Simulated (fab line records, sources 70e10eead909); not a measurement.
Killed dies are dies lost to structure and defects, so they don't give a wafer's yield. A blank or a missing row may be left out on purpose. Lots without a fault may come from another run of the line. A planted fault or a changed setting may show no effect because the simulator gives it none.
fab line records | flow nand_harc
record lots=6 wafers=18 last_day=24
route steps=1159 shown A_WL_FILL@820 END@1159
lots that met no fault: from a run of the same line without faults
start_h: hours from the record's first day to the start of the lot's first wafer shown | wait_h: hours since the lot's step before | " the same as in the row above | L1.1+2: a row that stands for several wafers | - no value, or no start given | * or withheld: withheld | < > ~ a bound
route shown NAME@n: a module of which the file shows steps, and the number in the route of the first | usual: mean/standard deviation of fault-free wafers | same: alike in all rows | chamber/n: place in a boat | sites: the reading at each site | _std_site: their standard deviation | _edge_site: outer sites' mean less inner sites' | radius_mm: how far each site lies from the wafer's centre | mask NAME#n: copy n | behind: the tool/chamber that last shaped the wafer | hold: why the lot was held/for how many hours/how that ended | device: the transistor (n, p or np) that didn't switch | end of line: the same wafers' tests at the end of the route | a step without rows: its recipe alone | killed: dies lost to structure and defects at the first sort, not the wafer's yield | map: a wafer's dies, x killed, . not, _ none there
set.NAME: the setting as run; set.NAME@STEP: as run at that earlier step | model.NAME: the simulator's own value behind a step, which no gauge read
lots at some steps of the route; a table a step, a row a wafer
services: from which hour (start_h, from the record's first day; less than 0 if before it) a tool's chamber was out of use, for how many hours, and why
## steps
# step NHARC_A_WL_FILL_ANNEAL_08
# recipe temp_c=450 time_s=1800
# step NHARC_A_WL_FILL_ALD_10
# recipe target_thk_a=500 pulse_time_s=10 ald_cycles=500 temp_c=300 material=SiO2
# usual heater_power_outer_w=257/30 heater_power_w=455/57 precursor_pulse_height_rel=1.001/0.021
# same ald_cycles=500
# columns lot.wafer tool chamber start_h wait_h heater_power_outer_w heater_power_w precursor_pulse_height_rel
L403.4 ald_hk-04 3 345.71 0.6 290 537 1.004
L403.3 " 1 346.72 1.6 262 508 1.019
L403.6 " 2 " " 274 507 0.981
L415.4 ald_hk-03 0 424.32 2.4 227 387 1.011
L415.5 " 1 " " 213 379 0.994
L415.6 " 2 " " 251 469 1.017
L420.2 ald_hk-01 0 435.72 0.6 284 486 0.987
L420.4 " 1 " " 251 407 1.012
L420.6 " 3 437.27 2.1 217 440 1.012
L419.1 ald_hk-04 3 435.72 0.6 299 552 1.005
L419.2 " 0 " " 319 540 0.987
L419.3 " 1 " " 278 530 0.952
L416.2 ald_hk-03 3 441.26 0.1 235 423 1.030
L416.3 " 1 442.30 1.1 215 383 0.972
L416.5 " 0 443.86 2.7 225 388 1.010
L426.2 ald_hk-04 2 486.90 0.6 279 539 0.953
L426.3 " 3 " " 290 568 0.994
L426.6 " 2 488.98 2.6 278 539 0.987
# step NHARC_A_WL_FILL_ETCHBACK_16
# recipe target_depth_a=880 time_s=17.6 c4f8_flow_sccm=withheld o2_flow_sccm=8 ar_flow_sccm=withheld rf_w=600 bias_w=800 chemistry=C4F8/O2/Ar
# usual oes_product_au=0.98/0.033 rf_vpp_V=722/3.9
# columns lot.wafer tool chamber start_h wait_h oes_product_au rf_hours_counter_h rf_vpp_V
L403.4 rie_diel-12 3 - - 0.93 4.0 723
L403.3 " 1 " " 0.92 3.9 718
L403.6 " 0 " " 0.92 - 726
L415.4 rie_diel-03 2 - - 0.97 1.1 727
L415.5 " 3 " " 0.96 - 721
L415.6 " 0 " " 0.97 - 725
L420.2 rie_diel-12 3 - - 0.93 1.1 723
L420.4 " 1 " " 0.93 0.9 718
L420.6 " 3 " " 0.92 - 723
L419.3 rie_diel-03 1 - - 0.99 1.3 716
L419.1 " 2 " " 1.00 1.3 727
L419.2 " 3 " " 0.99 1.4 720
L416.3 rie_diel-10 3 - - 1.00 6.1 717
L416.2 " 0 " " 1.00 6.5 717
L416.5 " 2 " " 1.00 - 726
L426.2 rie_diel-03 3 - - 1.00 3.0 720
L426.3 " 2 " " 0.99 2.5 725
L426.6 " 0 " " 1.00 - 726
# step NHARC_A_WL_FILL_STRIP_29
# recipe time_s=20 o2_flow_sccm=500 ar_flow_sccm=0 bias_w=0 chemistry=O2
# usual drypump_motor_current_A=5.8/0.4 oes_product_au=1.002/0.0077 rf_vpp_V=57.6/0.94 showerhead_plenum_p_Torr=3.48/0.13 throttle_valve_pct=17.036/0.0084
# columns lot.wafer tool chamber start_h wait_h drypump_motor_current_A oes_product_au rf_hours_counter_h rf_vpp_V showerhead_plenum_p_Torr throttle_valve_pct
L403.3 rie_diel-12 0 349.98 0.1 6.0 0.987 3.7 58.4 3.62 17.046
L403.4 " 2 " " 5.7 0.992 4.2 55.8 3.32 17.033
L403.6 " 0 " " 6.0 0.985 - 55.6 3.62 17.038
L415.4 rie_diel-03 1 427.51 0.1 5.7 1.007 1.1 56.4 3.31 17.031
L415.6 " 1 " " 5.7 1.008 - 57.2 3.31 17.036
L415.5 " 2 " " 6.1 1.004 - 58.3 3.62 17.037
L420.4 rie_diel-12 1 439.95 0.1 5.5 0.989 0.9 55.6 3.38 17.046
L420.2 " 2 " " 5.7 0.999 1.0 57.6 3.32 17.034
L420.6 " 0 " " 6.0 0.998 - 58.5 3.62 17.035
L419.2 rie_diel-03 0 439.97 0.1 5.4 1.006 1.4 58.3 3.58 17.042
L419.3 " 1 " " 5.7 1.004 1.3 56.5 3.31 17.036
L419.1 " 2 " " 6.2 0.999 1.3 56.6 3.62 17.046
L416.2 rie_diel-10 3 446.02 0.1 5.6 1.001 6.1 56.4 3.33 17.034
L416.3 " 1 " " 6.4 1.005 5.7 58.2 3.60 17.028
L416.5 " 3 " " 5.6 0.996 - 57.5 3.33 17.035
L426.3 rie_diel-03 0 491.15 0.1 5.3 1.002 3.0 56.8 3.58 17.027
L426.2 " 1 " " 5.7 1.008 3.0 58.0 3.31 17.034
L426.6 " 0 " " 5.4 1.010 - 58.7 3.58 17.048
# step NHARC_A_WL_FILL_ETCHBACK_17
# recipe target_depth_a=40 time_s=26.7 chemistry=Cl2/BCl3
# step NHARC_A_WL_FILL_PRECLEAN_18
# recipe time_s=30 chemistry=dHF
# step NHARC_A_WL_FILL_SRD_21
# step NHARC_A_WL_FILL_CVD_23
# recipe target_thk_a=400 temp_c=620 pressure_mtorr=200 time_s=800 material=poly-Si
# step NHARC_A_WL_FILL_ETCHBACK_26
# recipe target_depth_a=520 time_s=13.3 hbr_flow_sccm=150 rf_w=350 icp_w=350 bias_w=60 chemistry=HBr
# usual drypump_motor_current_A=5.7/0.45 oes_product_au=1.005/0.0082 throttle_valve_pct=23.266/0.0089
# columns lot.wafer tool chamber start_h wait_h drypump_motor_current_A oes_product_au rf_hours_counter_h throttle_valve_pct
L403.3 rie_si-04 0 355.06 0.4 5.7 1.023 0.5 23.268
L403.4 " 1 " " 4.9 1.009 0.5 23.285
L403.6 " 3 " " 5.9 1.008 - 23.269
L415.4 rie_si-03 0 432.08 0.4 5.6 1.000 0.8 23.259
L415.6 " 1 " " 5.9 1.006 - 23.256
L415.5 " 2 " " 5.2 1.001 - 23.264
L420.4 rie_si-04 1 445.08 0.4 4.9 1.003 1.2 23.269
L420.2 " 3 " " 5.9 1.002 1.1 23.278
L420.6 " 1 " " 4.9 0.993 - 23.270
L419.1 rie_si-05 3 445.09 0.4 5.4 1.002 0.2 23.255
L419.2 " 0 " " 5.8 0.995 0.2 23.272
L419.3 " 1 " " 5.7 1.014 0.1 23.262
L416.2 rie_si-03 1 451.41 0.4 5.8 1.008 0.9 23.248
L416.3 " 2 " " 5.2 1.000 0.7 23.266
L416.5 " 2 " " 5.1 0.998 - 23.259
L426.3 rie_si-04 3 496.48 0.4 5.9 1.010 0.1 23.282
L426.2 " 1 " " 4.8 1.007 0.2 23.262
L426.6 " 3 " " 6.0 1.016 - 23.266
# step NHARC_A_WL_FILL_PRECLEAN_30
# recipe time_s=10 chemistry=dHF
# step NHARC_A_WL_FILL_SRD_14
# step NHARC_A_WL_FILL_ALD_19
# recipe target_thk_a=20 pulse_time_s=3 ald_cycles=100 temp_c=450 material=TiN
# usual ald_cycles=100/0 heater_power_outer_w=711/64 heater_power_w=1102/78 precursor_pulse_height_rel=1.000/0.019
# columns lot.wafer tool chamber start_h wait_h ald_cycles heater_power_outer_w heater_power_w precursor_pulse_height_rel
L403.3 ald_metal-02 1 355.34 0.1 100 728 1133 1.040
L403.4 " 0 " " 100 874 1273 1.027
L403.6 " 1 " " 100 741 1173 0.965
L415.4 ald_metal-01 3 432.37 0.2 100 720 1035 1.017
L415.5 " 0 " " 100 661 1087 1.008
L415.6 " 1 " " 100 669 1161 0.975
L419.3 ald_metal-04 3 445.35 0.1 - - - -
L419.2 " 0 " " - - - -
L419.1 " 2 " " - - - -
L420.2 ald_metal-02 0 445.37 0.1 - - - -
L420.4 " 1 " " - - - -
L420.6 " 3 " " - - - -
L416.3 ald_metal-04 0 451.71 0.1 100 721 1053 0.982
L416.2 " 1 " " 100 608 1005 1.028
L416.5 " 2 " " 100 691 1186 0.999
L426.2 ald_metal-02 2 496.79 0.1 100 752 1127 0.998
L426.3 " 0 " " 100 789 1164 1.020
L426.6 " 1 " " 100 741 1171 1.014
# step NHARC_A_WL_FILL_CVD_20
# recipe target_thk_a=750 temp_c=300 pressure_torr=40 wf6_flow_sccm=40 h2_flow_sccm=1600 ar_flow_sccm=1560 time_s=5064 material=W
# usual heater_power_w=504/50 throttle_valve_pct=7.88/0.22
# columns lot.wafer tool chamber start_h wait_h heater_power_w throttle_valve_pct
L403.3 cvd_w-01 1 - - 472 7.84
L403.4 " 0 " " 578 7.77
L403.6 " 1 " " 459 7.83
L415.4 cvd_w-01 1 - - 480 8.16
L415.5 " 0 " " 602 8.14
L415.6 " 1 " " 479 7.90
L419.1 cvd_w-02 0 - - 462 7.67
L419.2 " 1 " " 492 7.78
L419.3 " 1 " " 488 7.86
L420.2 cvd_w-01 0 - - 592 8.07
L420.4 " 0 " " 590 8.14
L420.6 " 0 " " 594 7.92
L416.2 cvd_w-01 0 - - 608 7.98
L416.3 " 0 " " 594 8.23
L416.5 " 1 " " 472 8.11
L426.2 cvd_w-01 0 - - 538 7.97
L426.3 " 1 " " 462 7.68
L426.6 " 0 " " 531 7.94
# step NHARC_END_SORT_01
# recipe temp_c=25
# usual killed_at_array=26/8.6 killed_at_other=0.7/0.97 killed_at_periphery=3.2/2.2 killed_dies=30/8.9 killed_open=3.1/1.8 killed_short=2.2/1.8
# same gross_dies=677
# columns lot.wafer tool chamber start_h wait_h killed_at_array killed_at_other killed_at_periphery killed_dies killed_open killed_short
L419.1 prober-01 0 532.64 2.4 674 1 2 677 3 3
L419.2 prober-01 0 533.46 2.7 673 1 3 677 6 0
L419.3 prober-01 0 534.27 3.1 672 1 4 677 2 2
L420.2 prober-02 0 541.33 2.8 673 1 3 677 2 6
L420.4 prober-02 0 542.97 3.5 676 1 0 677 4 3
L420.6 prober-02 0 544.60 4.1 676 1 0 677 1 2
# killed by level:class
L419.1 A_WL_FILL:area_ald=628 A_CHANNEL_HOLE_D1:chamber_film_flake=19 A_SLIT:chamber_film_flake=12 A_CONTACT:chamber_film_flake=8 A_ONON_D1:geometric_particle:open=2 P_M2:chamber_film_flake=2 A_SGD_CUT:geometric_particle:short=1 A_WL_FILL:geometric_particle:short=1
L419.2 A_WL_FILL:area_ald=637 A_SLIT:chamber_film_flake=14 A_CHANNEL_HOLE_D1:chamber_film_flake=13 A_CONTACT:chamber_film_flake=4 P_GATE:geometric_particle:open=2 A_WL_FILL:geometric_particle:open=2 A_ONON_D1:geometric_particle:open=1 A_SGD_CUT:geometric_particle:open=1
L419.3 A_WL_FILL:area_ald=643 A_CHANNEL_HOLE_D1:chamber_film_flake=12 A_SLIT:chamber_film_flake=10 A_WL_FILL:chamber_film_flake=3 A_CONTACT:chamber_film_flake=2 P_STI:geometric_particle:open=1 P_M2:geometric_particle:open=1 A_WL_FILL:geometric_particle:short=1
L420.2 A_WL_FILL:area_ald=637 A_SLIT:chamber_film_flake=18 A_CHANNEL_HOLE_D1:chamber_film_flake=5 A_CONTACT:chamber_film_flake=4 A_STAIRCASE:chamber_film_flake=3 A_CONTACT:geometric_particle:short=2 P_GATE:geometric_particle:short=1 P_M1:geometric_particle:open=1
L420.4 A_WL_FILL:area_ald=647 A_SLIT:chamber_film_flake=9 A_CHANNEL_HOLE_D1:chamber_film_flake=7 A_CONTACT:chamber_film_flake=3 A_CHANNEL_FILL_D1:geometric_particle:open=2 A_WL_FILL:geometric_particle:short=2 A_STAIRCASE:chamber_film_flake=2 A_BLC:geometric_particle:open=1
L420.6 A_WL_FILL:area_ald=650 A_SLIT:chamber_film_flake=15 A_CHANNEL_HOLE_D1:chamber_film_flake=4 A_CONTACT:chamber_film_flake=2 A_SOURCE_PLATE:geometric_particle:open=1 A_ONON_D1:geometric_particle:short=1 A_CHANNEL_FILL_D1:geometric_particle:short=1 A_ZERO_WELL:chamber_film_flake=1
# map L419.1 (x killed, . not)
____________x____________
_________xxxxxxx_________
_______xxxxxxxxxxx_______
______xxxxxxxxxxxxx______
_____xxxxxxxxxxxxxxx_____
____xxxxxxxxxxxxxxxxx____
____xxxxxxxxxxxxxxxxx____
___xxxxxxxxxxxxxxxxxxx___
___xxxxxxxxxxxxxxxxxxx___
__xxxxxxxxxxxxxxxxxxxxx__
__xxxxxxxxxxxxxxxxxxxxx__
_xxxxxxxxxxxxxxxxxxxxxxx_
_xxxxxxxxxxxxxxxxxxxxxxx_
_xxxxxxxxxxxxxxxxxxxxxxx_
_xxxxxxxxxxxxxxxxxxxxxxx_
_xxxxxxxxxxxxxxxxxxxxxxx_
xxxxxxxxxxxxxxxxxxxxxxxxx
xxxxxxxxxxxxxxxxxxxxxxxxx
xxxxxxxxxxxxxxxxxxxxxxxxx
xxxxxxxxxxxxxxxxxxxxxxxxx
xxxxxxxxxxxxxxxxxxxxxxxxx
_xxxxxxxxxxxxxxxxxxxxxxx_
_xxxxxxxxxxxxxxxxxxxxxxx_
_xxxxxxxxxxxxxxxxxxxxxxx_
_xxxxxxxxxxxxxxxxxxxxxxx_
_xxxxxxxxxxxxxxxxxxxxxxx_
__xxxxxxxxxxxxxxxxxxxxx__
__xxxxxxxxxxxxxxxxxxxxx__
___xxxxxxxxxxxxxxxxxxx___
___xxxxxxxxxxxxxxxxxxx___
____xxxxxxxxxxxxxxxxx____
____xxxxxxxxxxxxxxxxx____
_____xxxxxxxxxxxxxxx_____
______xxxxxxxxxxxxx______
_______xxxxxxxxxxx_______
_________xxxxxxx_________
____________x____________
# map L420.2 (x killed, . not)
____________x____________
_________xxxxxxx_________
_______xxxxxxxxxxx_______
______xxxxxxxxxxxxx______
_____xxxxxxxxxxxxxxx_____
____xxxxxxxxxxxxxxxxx____
____xxxxxxxxxxxxxxxxx____
___xxxxxxxxxxxxxxxxxxx___
___xxxxxxxxxxxxxxxxxxx___
__xxxxxxxxxxxxxxxxxxxxx__
__xxxxxxxxxxxxxxxxxxxxx__
_xxxxxxxxxxxxxxxxxxxxxxx_
_xxxxxxxxxxxxxxxxxxxxxxx_
_xxxxxxxxxxxxxxxxxxxxxxx_
_xxxxxxxxxxxxxxxxxxxxxxx_
_xxxxxxxxxxxxxxxxxxxxxxx_
xxxxxxxxxxxxxxxxxxxxxxxxx
xxxxxxxxxxxxxxxxxxxxxxxxx
xxxxxxxxxxxxxxxxxxxxxxxxx
xxxxxxxxxxxxxxxxxxxxxxxxx
xxxxxxxxxxxxxxxxxxxxxxxxx
_xxxxxxxxxxxxxxxxxxxxxxx_
_xxxxxxxxxxxxxxxxxxxxxxx_
_xxxxxxxxxxxxxxxxxxxxxxx_
_xxxxxxxxxxxxxxxxxxxxxxx_
_xxxxxxxxxxxxxxxxxxxxxxx_
__xxxxxxxxxxxxxxxxxxxxx__
__xxxxxxxxxxxxxxxxxxxxx__
___xxxxxxxxxxxxxxxxxxx___
___xxxxxxxxxxxxxxxxxxx___
____xxxxxxxxxxxxxxxxx____
____xxxxxxxxxxxxxxxxx____
_____xxxxxxxxxxxxxxx_____
______xxxxxxxxxxxxx______
_______xxxxxxxxxxx_______
_________xxxxxxx_________
____________x____________
## services
# columns tool chamber start_h hours kind
ald_metal-02 - 322.52 0.3 repair
rie_si-04 0 323.34 5.5 repair
ald_hk-03 - 325.57 10.0 pm
rie_diel-10 3 326.37 5.8 repair
ald_metal-04 - 326.67 1.6 repair
rie_si-03 - 332.00 9.0 pm
rie_diel-03 3 350.89 9.4 repair
rie_diel-10 - 353.50 9.0 pm
rie_diel-03 2 355.52 1.6 repair
ald_metal-02 - 364.00 10.0 pm
rie_diel-12 - 379.51 9.0 pm
rie_diel-03 - 392.33 9.0 pm
rie_si-03 0 394.60 2.7 repair
rie_diel-03 - 402.13 0.8 repair
ald_metal-04 - 406.00 10.0 pm
rie_si-03 2 424.36 6.6 repair
ald_metal-04 0 436.87 6.8 repair
rie_si-03 3 438.94 6.0 repair
rie_diel-03 2 449.20 11.8 repair
rie_diel-10 - 452.47 0.6 repair
rie_si-04 - 453.00 9.0 pm
rie_diel-10 1 458.11 7.9 repair
rie_diel-12 - 470.29 0.4 repair
cvd_w-01 - 475.69 13.0 pm
## key
first_sign step=NHARC_A_WL_FILL_ALD_19 reading=tool_record direction=missing
effect step=NHARC_END_SORT_01 reading=killed_at_array direction=up sigmas=75 usual=26 struck=674
more_kills_born_at NHARC_A_WL_FILL_ALD_19@ald_metal-02=1934 NHARC_A_WL_FILL_ALD_19@ald_metal-04=1908
met_at NHARC_A_WL_FILL_ALD_19
struck_wafers L419.1,L419.2,L419.3,L420.2,L420.4,L420.6
later_rows_left_out L419.1,L419.2,L419.3,L420.2,L420.4,L420.6
tester_left_out L419,L420
onset_between 355.34 445.35
fault kind=skipped_step_whole tool=ald_metal-02,ald_metal-04 chamber=- onset_h=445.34 steps=NHARC_A_WL_FILL_ALD_19 scope=struck_lots_only
# tester_left_out: of these lots the tester's yield and bins aren't shown, on N5 and GAA mostly nor the transistor test; their killed dies are dies lost to structure and defects alone, not to doping, threshold or leakage, so they don't give the yield
# later_rows_left_out: the simulator's readings of these wafers behind a module that went badly wrong aren't trusted and aren't shown, but for the sort
